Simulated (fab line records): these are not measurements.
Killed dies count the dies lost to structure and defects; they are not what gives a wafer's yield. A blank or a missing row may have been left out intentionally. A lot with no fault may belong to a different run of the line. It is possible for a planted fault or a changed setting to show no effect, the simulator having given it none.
Chamber matching | flow nand harc | NHARC_A_SLIT_DEP_23 on pecvd-04 has 3 sister chambers
The step deposits SiON, target thk 100 nm. 3 wafers are shown with their chamber, then 12 later ones without.

## WAFERS PAIRED WITH THEIR CHAMBERS
wafer  | chamber | showerhead vpp V (V)
L089.1 | 2       | 1160
L087.1 | 0       | 1268
L087.4 | 1       | 1162

## WAFERS WITHOUT THEIR CHAMBER
wafer  | showerhead vpp V (V)
L092.4 | 1165
L092.5 | 1287
L092.6 | 1140
L094.4 | 1151
L094.5 | 1286
L094.6 | 1183
L095.1 | 1159
L095.2 | 1281
L095.4 | 1314
L097.1 | 1144
L097.2 | 1276
L097.4 | 1173

## CHAMBER TAKEN BY EACH
wafer  | from the rows above     | in truth
L092.4 | can't be placed: 1 or 2 | 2
L092.5 | 0                       | 0
L092.6 | can't be placed: 2 or 1 | 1
L094.4 | can't be placed: 2 or 1 | 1
L094.5 | 0                       | 0
L094.6 | can't be placed: 1 or 2 | 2
L095.1 | can't be placed: 2 or 1 | 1
L095.2 | 0                       | 0
L095.4 | 0                       | 0
L097.1 | can't be placed: 2 or 1 | 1
L097.2 | 0                       | 0
L097.4 | can't be placed: 1 or 2 | 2
Placed correctly: 5 of 12. From these rows, 7 cannot be placed; in 7 the true chamber is one of the candidates. 0 placed wrongly.
How it was worked out, from the rows above alone: a wafer's distance from a chamber is the root of the sum, over the readings, of the square of ((its reading less the chamber's mean) divided by the reading's scatter). If the next closest chamber is less than 2 further off than the closest, the wafer can't be placed; otherwise it belongs to the closest. The mean given for a chamber averages the wafers shown for that chamber. The scatter: root of mean squared gap, hidden wafer to nearest shown wafer, with one shown wafer a chamber.
